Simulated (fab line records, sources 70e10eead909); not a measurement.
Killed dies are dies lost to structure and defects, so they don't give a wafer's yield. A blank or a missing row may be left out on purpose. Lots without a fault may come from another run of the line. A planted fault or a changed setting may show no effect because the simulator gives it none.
A struck lot beside a sound one | flow nand_harc | 15 steps out of a route of 1302
Sound: wafers L275.3, L275.4, L275.5. Struck: wafers L280.2, L280.6. (L280.5 of the same lot was not struck and is left out.) The cause comes at the end.
At each step with rows: each side's tool, then ch and its chambers, then its first start. Under that, the readings that differ: sound wafers | struck wafers | difference of the means | sigmas: that difference in standard deviations of wafers without a fault.
alike: readings whose means differ by less than 2 such deviations, and words and numbers that are the same on both sides. not compared: withheld readings, readings that some wafer has no value for, bounds like >300 that may hide the same value, and numbers for which the record gives no deviation and whose values overlap.
The two part at a step that has a row with sigmas, a row that says differs or no value, or rows on one side only. Numbers that don't overlap but have no deviation are shown without sigmas and don't part them. A reading that every wafer of one side lacks parts them only if that side has two wafers or more.

first, 6 steps without rows for these wafers: NHARC_A_DECK1_JOINT_CVD_34 (deposits SiNx, target thk 20 nm); NHARC_A_DECK1_JOINT_DEP_06 (deposits SiOx, target thk 80 nm); NHARC_A_DECK1_JOINT_CURE_26 (time 32 s); NHARC_A_DECK1_JOINT_ANNEAL_27 (time 3600 s); NHARC_A_DECK1_JOINT_ANNEAL_28 (time 1800 s); NHARC_A_DECK1_JOINT_ANNEAL_29 (time 1800 s).
NHARC_A_DECK1_JOINT_CMP_02: polishes SiOx.
  sound on cmp-01 ch 0,2,3, day 16 04:50; struck on cmp-02 ch 2,3, day 18 09:49
  alike: motor_current_A
then, 1 step without rows for these wafers: NHARC_A_DECK1_JOINT_SRD_15.
NHARC_A_DECK1_JOINT_DEP_16: deposits SiO2, target thk 45 nm.
  sound on pecvd-03 ch 1,2, day 16 05:20; struck on pecvd-03 ch 0,1, day 18 10:11
  alike: heater_power_w, throttle_valve_pct
  not compared: since_wet_clean_h
NHARC_A_DECK1_JOINT_THK_MEAS_17: measures by ellipsometry.
  sound on film_metro-01, day 16 05:37; struck on film_metro-02, day 18 10:24
  alike: thk_nm
NHARC_A_DECK1_JOINT_INSPECT_05:
  sound on defect_inspect-02, day 16 05:38; struck on defect_inspect-02, day 18 10:26
  reading          | sound       | struck  | difference | sigmas
  raw_defect_count | 393 464 425 | 561 947 | +327       | +3
NHARC_A_ONON_D2_DEP_00: target thk 1000 nm.
  sound on pecvd_onon-03 ch 0, day 16 05:50; struck on pecvd_onon-01 ch 0, day 18 10:34
  alike: sih4_flow_sccm
NHARC_A_ONON_D2_THK_MEAS_02: measures by ellipsometry.
  sound on film_metro-02, day 16 06:13; struck on film_metro-01, day 18 11:01
  reading     | sound       | struck    | difference | sigmas
  thk_nm (nm) | 994 995 995 | 1829 1830 | +835       | +76
then, 1 step without rows for these wafers: NHARC_A_ONON_D2_DEP_03 (target thk 1000 nm).
-- the record jumps here: 12 days lie between the struck wafers' starts before and after (it left off in module A_ONON_D2 and takes up again in module END, whose first step shown is number 1302 of the route) --
NHARC_END_SORT_01:
  the record has rows for the struck wafers here (prober-01 ch 0, day 30 08:37) and none for the sound ones

WHERE THEY PART
First at NHARC_A_DECK1_JOINT_INSPECT_05; last, within this record, at NHARC_END_SORT_01.

WHY: what the simulator had put in
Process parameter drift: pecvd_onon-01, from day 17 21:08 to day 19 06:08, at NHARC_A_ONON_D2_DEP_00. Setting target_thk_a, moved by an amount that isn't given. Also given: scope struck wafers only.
